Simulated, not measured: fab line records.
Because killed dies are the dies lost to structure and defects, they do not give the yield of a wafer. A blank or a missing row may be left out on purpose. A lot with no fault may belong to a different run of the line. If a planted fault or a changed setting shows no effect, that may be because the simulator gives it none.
Chamber matching | flow nand-harc | NHARC_A_DECK1_JOINT_CMP_02 on cmp-04: 4 sister chambers
The step polishes SiOx. 4 wafers are shown with their chamber, then 11 later ones without.

WAFERS, EACH WITH ITS CHAMBER
wafer  | chamber | motor-current-A (A)
L083.1 | 3       | 11.3
L089.1 | 0       | 11.5
L089.2 | 2       | 11.5
L090.1 | 1       | 12.9

WAFERS WITH NO CHAMBER GIVEN
wafer  | motor-current-A (A)
L090.2 | 12.1
L090.4 | 11.6
L091.2 | 12.0
L091.3 | 11.2
L091.4 | 11.5
L092.1 | 12.1
L092.3 | 11.7
L092.6 | 11.6
L097.3 | 12.7
L097.4 | 11.1
L097.5 | 11.6

CHAMBER TAKEN BY EACH
wafer  | from the rows above               | in truth
L090.2 | can't be placed: 0 or 2 or 3 or 1 | 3
L090.4 | can't be placed: 0 or 2 or 3      | 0
L091.2 | can't be placed: 0 or 2 or 3 or 1 | 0
L091.3 | can't be placed: 3 or 0 or 2      | 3
L091.4 | can't be placed: 0 or 2 or 3      | 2
L092.1 | can't be placed: 0 or 2 or 3 or 1 | 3
L092.3 | can't be placed: 0 or 2 or 3      | 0
L092.6 | can't be placed: 0 or 2 or 3      | 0
L097.3 | 1                                 | 1
L097.4 | can't be placed: 3 or 0 or 2      | 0
L097.5 | can't be placed: 0 or 2 or 3      | 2
1 of 11 placed correctly. Not placeable from these rows: 10 (in 10, the candidates include the true chamber). Wrongly placed: 0.
How it was worked out, from the rows above alone: a wafer's distance from a chamber is the root of the sum, over the readings, of the square of ((its reading less the chamber's mean) divided by the reading's scatter). The wafer belongs to the nearest chamber; if the next one is less than 2 further off, it can't be placed. Each chamber's mean is taken over the wafers shown for it. The scatter: root of mean squared gap, hidden wafer to nearest shown wafer, with one shown wafer a chamber.
